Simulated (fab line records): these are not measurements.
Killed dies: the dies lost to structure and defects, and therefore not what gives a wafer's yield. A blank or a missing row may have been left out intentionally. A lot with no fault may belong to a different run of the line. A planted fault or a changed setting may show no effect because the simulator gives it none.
Matching of chambers || flow nandHarc || NHARC_P_CONTACT_CMP_01 on cmp-02 has 4 sister chambers
The step polishes SiO2, target thk 200 nm. 8 wafers are shown with their chamber, then 7 later ones without.

EACH WAFER AND ITS CHAMBER
{"wafer": "L074.2", "chamber": 3, "motorCurrentA (A)": 13.8}
{"wafer": "L074.5", "chamber": 2, "motorCurrentA (A)": 13.8}
{"wafer": "L077.2", "chamber": 3, "motorCurrentA (A)": 13.9}
{"wafer": "L077.5", "chamber": 1, "motorCurrentA (A)": 9.9}
{"wafer": "L078.2", "chamber": 2, "motorCurrentA (A)": 13.4}
{"wafer": "L078.5", "chamber": 0, "motorCurrentA (A)": 11.0}
{"wafer": "L092.1", "chamber": 0, "motorCurrentA (A)": 10.5}
{"wafer": "L092.3", "chamber": 1, "motorCurrentA (A)": 10.0}

WAFERS WHOSE CHAMBER IS MISSING
{"wafer": "L092.6", "motorCurrentA (A)": 10.2}
{"wafer": "L093.1", "motorCurrentA (A)": 10.2}
{"wafer": "L093.2", "motorCurrentA (A)": 13.2}
{"wafer": "L093.6", "motorCurrentA (A)": 13.8}
{"wafer": "L093.3", "motorCurrentA (A)": 10.8}
{"wafer": "L093.4", "motorCurrentA (A)": 13.3}
{"wafer": "L093.5", "motorCurrentA (A)": 14.2}

EACH ONE'S CHAMBER
{"wafer": "L092.6", "from the rows above": "can't be placed: 1 or 0", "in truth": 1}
{"wafer": "L093.1", "from the rows above": "can't be placed: 1 or 0", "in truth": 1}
{"wafer": "L093.2", "from the rows above": "can't be placed: 2 or 3", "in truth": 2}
{"wafer": "L093.6", "from the rows above": "can't be placed: 3 or 2", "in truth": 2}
{"wafer": "L093.3", "from the rows above": 0, "in truth": 0}
{"wafer": "L093.4", "from the rows above": "can't be placed: 2 or 3", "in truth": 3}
{"wafer": "L093.5", "from the rows above": "can't be placed: 3 or 2", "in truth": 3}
Correct placement for 1 of the 7. Not placeable from these rows: 6 (in 6, the candidates include the true chamber). Wrongly placed: 0.
How it was worked out, from the rows above alone: a wafer's distance from a chamber is the root of the sum, over the readings, of the square of ((its reading less the chamber's mean) divided by the reading's scatter). If the next closest chamber is less than 2 further off than the closest, the wafer can't be placed; otherwise it belongs to the closest. A chamber's mean is the mean of its shown wafers. The scatter is the square root of a quotient: the sum, over the shown wafers, of each reading's squared deviation from its chamber's mean, divided by wafers minus chambers.
